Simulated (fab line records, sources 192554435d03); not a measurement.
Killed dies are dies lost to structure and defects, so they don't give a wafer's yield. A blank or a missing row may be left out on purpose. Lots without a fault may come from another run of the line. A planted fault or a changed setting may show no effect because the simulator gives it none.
Chamber matching | flow n5_finfet | N5_HKMG_FIN_ETCH_58 on rie_diel-01: 4 sister chambers
The step etches SOC in N2/H2, target depth 215.8 nm, time 741 s. 22 wafers are shown with their chamber, then 11 later ones without.

WAFERS WITH THEIR CHAMBER
wafer  | chamber | drypump_motor_current_A (A) | throttle_valve_pct (%) | showerhead_plenum_p_Torr (Torr)
L074.2 | 2       | 5.1                         | 17.76                  | 2.51
L074.3 | 0       | 6.0                         | 17.64                  | 2.56
L074.5 | 3       | 6.1                         | 18.06                  | 2.51
L077.1 | 2       | 5.1                         | 17.78                  | 2.51
L077.2 | 1       | 6.7                         | 18.17                  | 2.51
L077.3 | 3       | 6.1                         | 18.10                  | 2.51
L077.4 | 0       | 6.0                         | 17.65                  | 2.56
L077.5 | 1       | 6.7                         | 18.17                  | 2.51
L077.6 | 2       | 5.1                         | 17.78                  | 2.51
L079.2 | 2       | 5.1                         | 17.78                  | 2.51
L079.5 | 1       | 6.7                         | 18.20                  | 2.50
L079.6 | 0       | 6.0                         | 17.66                  | 2.56
L082.1 | 2       | 5.1                         | 17.80                  | 2.50
L082.2 | 0       | 6.0                         | 17.65                  | 2.56
L082.5 | 0       | 6.0                         | 17.67                  | 2.56
L083.2 | 2       | 5.2                         | 17.82                  | 2.50
L083.5 | 1       | 6.7                         | 18.22                  | 2.50
L083.6 | 2       | 5.1                         | 17.82                  | 2.50
L084.1 | 0       | 6.0                         | 17.69                  | 2.55
L084.2 | 1       | 6.7                         | 18.22                  | 2.50
L084.3 | 2       | 5.1                         | 17.80                  | 2.50
L084.4 | 0       | 6.0                         | 17.70                  | 2.55

SIGNATURES (means of the wafers above)
reading                  | chamber 0 | chamber 1 | chamber 2 | chamber 3 | scatter within a chamber
drypump_motor_current_A  | 6.000     | 6.700     | 5.112     | 6.100     | 0.022
throttle_valve_pct       | 17.6657   | 18.1960   | 17.7925   | 18.0800   | 0.0229
showerhead_plenum_p_Torr | 2.5571    | 2.5040    | 2.5050    | 2.5100    | 0.00507
Rule: a wafer's distance from a chamber is the root of the sum, over the readings, of the square of ((its reading less the chamber's mean) divided by the reading's scatter). The wafer belongs to the nearest chamber; if the next one is less than 2 further off, it can't be placed. The scatter: the root of (the sum of the squares of (reading less its chamber's mean) over the shown wafers, divided by (wafers less chambers)).

WAFERS WITHOUT THEIR CHAMBER
wafer  | drypump_motor_current_A (A) | throttle_valve_pct (%) | showerhead_plenum_p_Torr (Torr)
L084.5 | 5.1                         | 17.80                  | 2.50
L084.6 | 6.7                         | 18.22                  | 2.50
L087.2 | 6.0                         | 17.66                  | 2.50
L087.3 | 6.0                         | 17.71                  | 2.55
L087.5 | 6.1                         | 17.66                  | 2.50
L089.1 | 6.7                         | 17.77                  | 2.50
L089.2 | 6.1                         | 17.67                  | 2.50
L089.5 | 6.0                         | 17.70                  | 2.55
L090.1 | 6.7                         | 17.79                  | 2.49
L090.3 | 6.1                         | 17.68                  | 2.50
L090.4 | 6.0                         | 17.73                  | 2.54

WHICH CHAMBER EACH WENT THROUGH
wafer  | from the rows above | in truth
L084.5 | 2                   | 2
L084.6 | 1                   | 1
L087.2 | 0                   | 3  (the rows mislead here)
L087.3 | 0                   | 0
L087.5 | 0                   | 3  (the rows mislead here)
L089.1 | 1                   | 1
L089.2 | 0                   | 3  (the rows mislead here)
L089.5 | 0                   | 0
L090.1 | 1                   | 1
L090.3 | 0                   | 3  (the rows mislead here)
L090.4 | 0                   | 0
Placed correctly: 7 of 11. Can't be placed from these rows: 0. Placed wrongly: 4.
